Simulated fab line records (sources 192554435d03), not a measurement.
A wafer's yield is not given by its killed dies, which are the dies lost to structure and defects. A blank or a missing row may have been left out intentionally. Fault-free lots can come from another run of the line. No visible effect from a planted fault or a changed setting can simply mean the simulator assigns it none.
Matching of chambers || flow n5Finfet || N5_FIN_CUT_CUT_ETCH_26 on rieDiel-02 has 4 sister chambers
The step etches SiNx in CH3F/O2, target depth 39 nm, time 55.7 s. 20 wafers are shown with their chamber, then 10 later ones without.

## WAFERS PAIRED WITH THEIR CHAMBERS
{"wafer": "L075.1", "chamber": 1, "showerheadPlenumPTorr (Torr)": 1.95, "throttleValvePct (%)": 16.57, "drypumpMotorCurrentA (A)": 6.0}
{"wafer": "L075.3", "chamber": 2, "showerheadPlenumPTorr (Torr)": 2.09, "throttleValvePct (%)": 16.40, "drypumpMotorCurrentA (A)": 6.3}
{"wafer": "L075.5", "chamber": 3, "showerheadPlenumPTorr (Torr)": 2.00, "throttleValvePct (%)": 16.20, "drypumpMotorCurrentA (A)": 5.8}
{"wafer": "L077.2", "chamber": 0, "showerheadPlenumPTorr (Torr)": 2.00, "throttleValvePct (%)": 16.53, "drypumpMotorCurrentA (A)": 5.7}
{"wafer": "L077.5", "chamber": 1, "showerheadPlenumPTorr (Torr)": 1.94, "throttleValvePct (%)": 16.57, "drypumpMotorCurrentA (A)": 6.0}
{"wafer": "L077.6", "chamber": 0, "showerheadPlenumPTorr (Torr)": 2.00, "throttleValvePct (%)": 16.53, "drypumpMotorCurrentA (A)": 5.8}
{"wafer": "L079.1", "chamber": 1, "showerheadPlenumPTorr (Torr)": 1.94, "throttleValvePct (%)": 16.60, "drypumpMotorCurrentA (A)": 6.0}
{"wafer": "L079.2", "chamber": 3, "showerheadPlenumPTorr (Torr)": 2.00, "throttleValvePct (%)": 16.21, "drypumpMotorCurrentA (A)": 5.8}
{"wafer": "L079.5", "chamber": 1, "showerheadPlenumPTorr (Torr)": 1.94, "throttleValvePct (%)": 16.59, "drypumpMotorCurrentA (A)": 6.0}
{"wafer": "L081.2", "chamber": 1, "showerheadPlenumPTorr (Torr)": 1.94, "throttleValvePct (%)": 16.58, "drypumpMotorCurrentA (A)": 6.0}
{"wafer": "L081.4", "chamber": 0, "showerheadPlenumPTorr (Torr)": 1.99, "throttleValvePct (%)": 16.51, "drypumpMotorCurrentA (A)": 5.8}
{"wafer": "L081.5", "chamber": 3, "showerheadPlenumPTorr (Torr)": 2.00, "throttleValvePct (%)": 16.23, "drypumpMotorCurrentA (A)": 5.9}
{"wafer": "L086.2", "chamber": 3, "showerheadPlenumPTorr (Torr)": 1.99, "throttleValvePct (%)": 16.24, "drypumpMotorCurrentA (A)": 5.8}
{"wafer": "L086.4", "chamber": 2, "showerheadPlenumPTorr (Torr)": 2.08, "throttleValvePct (%)": 16.43, "drypumpMotorCurrentA (A)": 6.2}
{"wafer": "L086.6", "chamber": 3, "showerheadPlenumPTorr (Torr)": 1.99, "throttleValvePct (%)": 16.25, "drypumpMotorCurrentA (A)": 5.9}
{"wafer": "L087.1", "chamber": 1, "showerheadPlenumPTorr (Torr)": 1.94, "throttleValvePct (%)": 16.61, "drypumpMotorCurrentA (A)": 6.0}
{"wafer": "L087.3", "chamber": 0, "showerheadPlenumPTorr (Torr)": 1.99, "throttleValvePct (%)": 16.53, "drypumpMotorCurrentA (A)": 5.8}
{"wafer": "L087.5", "chamber": 1, "showerheadPlenumPTorr (Torr)": 1.94, "throttleValvePct (%)": 16.62, "drypumpMotorCurrentA (A)": 6.0}
{"wafer": "L088.1", "chamber": 0, "showerheadPlenumPTorr (Torr)": 1.99, "throttleValvePct (%)": 16.55, "drypumpMotorCurrentA (A)": 5.8}
{"wafer": "L088.2", "chamber": 1, "showerheadPlenumPTorr (Torr)": 1.94, "throttleValvePct (%)": 16.61, "drypumpMotorCurrentA (A)": 6.0}

SIGNATURES, as means of the wafers listed above
{"reading": "showerheadPlenumPTorr", "chamber 0": 1.9940, "chamber 1": 1.9412, "chamber 2": 2.0850, "chamber 3": 1.9960, "scatter within a chamber": 0.00486}
{"reading": "throttleValvePct", "chamber 0": 16.5300, "chamber 1": 16.5938, "chamber 2": 16.4150, "chamber 3": 16.2260, "scatter within a chamber": 0.0186}
{"reading": "drypumpMotorCurrentA", "chamber 0": 5.780, "chamber 1": 6.000, "chamber 2": 6.250, "chamber 3": 5.840, "scatter within a chamber": 0.0395}
Rule: a wafer's distance from a chamber is the root of the sum, over the readings, of the square of ((its reading less the chamber's mean) divided by the reading's scatter). If the next closest chamber is less than 2 further off than the closest, the wafer can't be placed; otherwise it belongs to the closest. How the scatter is found: for the shown wafers, subtract from each reading the mean of its chamber, square and add these, divide the total by (wafers less chambers), then take the root.

## WAFERS WITHOUT THEIR CHAMBER
{"wafer": "L088.4", "showerheadPlenumPTorr (Torr)": 1.99, "throttleValvePct (%)": 16.55, "drypumpMotorCurrentA (A)": 5.8}
{"wafer": "L091.3", "showerheadPlenumPTorr (Torr)": 1.99, "throttleValvePct (%)": 16.27, "drypumpMotorCurrentA (A)": 5.9}
{"wafer": "L091.4", "showerheadPlenumPTorr (Torr)": 1.94, "throttleValvePct (%)": 16.62, "drypumpMotorCurrentA (A)": 6.0}
{"wafer": "L091.6", "showerheadPlenumPTorr (Torr)": 1.99, "throttleValvePct (%)": 16.56, "drypumpMotorCurrentA (A)": 5.7}
{"wafer": "L093.4", "showerheadPlenumPTorr (Torr)": 1.99, "throttleValvePct (%)": 16.26, "drypumpMotorCurrentA (A)": 5.9}
{"wafer": "L093.5", "showerheadPlenumPTorr (Torr)": 2.08, "throttleValvePct (%)": 16.43, "drypumpMotorCurrentA (A)": 6.2}
{"wafer": "L093.6", "showerheadPlenumPTorr (Torr)": 1.99, "throttleValvePct (%)": 16.27, "drypumpMotorCurrentA (A)": 5.8}
{"wafer": "L095.1", "showerheadPlenumPTorr (Torr)": 1.99, "throttleValvePct (%)": 16.28, "drypumpMotorCurrentA (A)": 5.8}
{"wafer": "L095.4", "showerheadPlenumPTorr (Torr)": 2.08, "throttleValvePct (%)": 16.47, "drypumpMotorCurrentA (A)": 6.3}
{"wafer": "L095.5", "showerheadPlenumPTorr (Torr)": 1.99, "throttleValvePct (%)": 16.27, "drypumpMotorCurrentA (A)": 5.8}

## EACH ONE'S CHAMBER
{"wafer": "L088.4", "from the rows above": 0, "in truth": 0}
{"wafer": "L091.3", "from the rows above": 3, "in truth": 3}
{"wafer": "L091.4", "from the rows above": 1, "in truth": 1}
{"wafer": "L091.6", "from the rows above": 0, "in truth": 0}
{"wafer": "L093.4", "from the rows above": 3, "in truth": 3}
{"wafer": "L093.5", "from the rows above": 2, "in truth": 2}
{"wafer": "L093.6", "from the rows above": 3, "in truth": 3}
{"wafer": "L095.1", "from the rows above": 3, "in truth": 3}
{"wafer": "L095.4", "from the rows above": 2, "in truth": 2}
{"wafer": "L095.5", "from the rows above": 3, "in truth": 3}
Correctly placed: 10 of 10. Left unplaced by these rows: 0. Placed wrongly: 0.
